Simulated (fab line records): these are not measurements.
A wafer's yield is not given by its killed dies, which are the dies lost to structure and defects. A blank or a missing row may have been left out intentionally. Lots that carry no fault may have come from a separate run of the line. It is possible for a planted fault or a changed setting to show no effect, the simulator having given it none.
Problem report, 8D (eight disciplines) form, completed by code :: flow n5_finfet :: the parts of the form that need people (team, actions taken, sign-off) are left out

1. PROBLEM STATEMENT
exposure_dose_mJ_cm2 at N5_PASSIVATION_EXPOSE_07 reads a mean of 23.245 on 6 wafers of 2 lots; wafers without a fault read 22.747 with a standard deviation of 0.025. That is +20 standard deviations from the usual mean.
The step: exposes mask TV, defocus 0 nm, target cd 3000 nm.
First observed at day 13 10:56: wafer L948.1, on krf_scanner-01. The record has a number at this step for 29 wafers belonging to 11 lots. The rule behind "out" and "out of limits": a value lying over 4 standard deviations away from the usual mean. The rest of the wafers with a number are treated as sound.

2. WHAT IT IS, WHAT IT ISN'T
question: which readings at this step
is: exposure_dose_mJ_cm2
is not: -

question: which lots
is: L948, L952
is not: L943, L944, L945, L946, L956, L960, L964, L965, L966

question: which wafers of those lots
is: all that have a number
is not: -

question: read on which tools
is: krf_scanner-01
is not: krf_scanner-02

question: when
is: from day 13 10:56
is not: up to then (10 sound wafers); but 13 sound wafers of L956, L960, L964, L965, L966 came after

3. SUSPECTS, AND WHAT RULES EACH OUT
Counting: a tool stays on the suspect list if, at a process step up to the reading, it processed all lots that are out and no sound lot following the first of them.
- krf_scanner-01 at N5_PASSIVATION_EXPOSE_07 (exposes mask TV, defocus 0 nm, target cd 3000 nm): kept. It ran every lot that is out, first L948 (day 13 10:56), and no sound lot after that; its last sound lot up to then is L946 (day 13 04:30). Out on those wafers are its own readings of exposure_dose_mJ_cm2.
The count leaves krf_scanner-01 at N5_PASSIVATION_EXPOSE_07.

4. THE CAUSE (what the simulator had put in)
Process parameters drifting: krf_scanner-01 at N5_PASSIVATION_EXPOSE_07, beginning at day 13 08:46. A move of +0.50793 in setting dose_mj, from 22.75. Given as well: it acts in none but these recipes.
Counting left only this tool.

5. THE CHAIN OF EFFECTS, in route order
One row per reading whose mean, taken over the struck wafers that have a number, lies over 3 standard deviations from the usual. Only readings for which the record gives a usual standard deviation are gone through. hours: the time from each lot's start at the first step in this table that gives one to its start at this step, as a median over the lots. sigmas: the change in usual standard deviations.
hours: 0
step: N5_PASSIVATION_EXPOSE_07
reading: exposure_dose_mJ_cm2
usual: 22.747
on struck wafers: 23.245
change: +0.498
sigmas: +20
Here are the process steps it includes:
- N5_PASSIVATION_EXPOSE_07: exposes mask TV, defocus 0 nm, target cd 3000 nm.

6. HOW IT WOULD HAVE BEEN CAUGHT EARLIER
In this record the first reading out of limits was taken at day 13 10:56, 2 hours after the fault began at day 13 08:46.
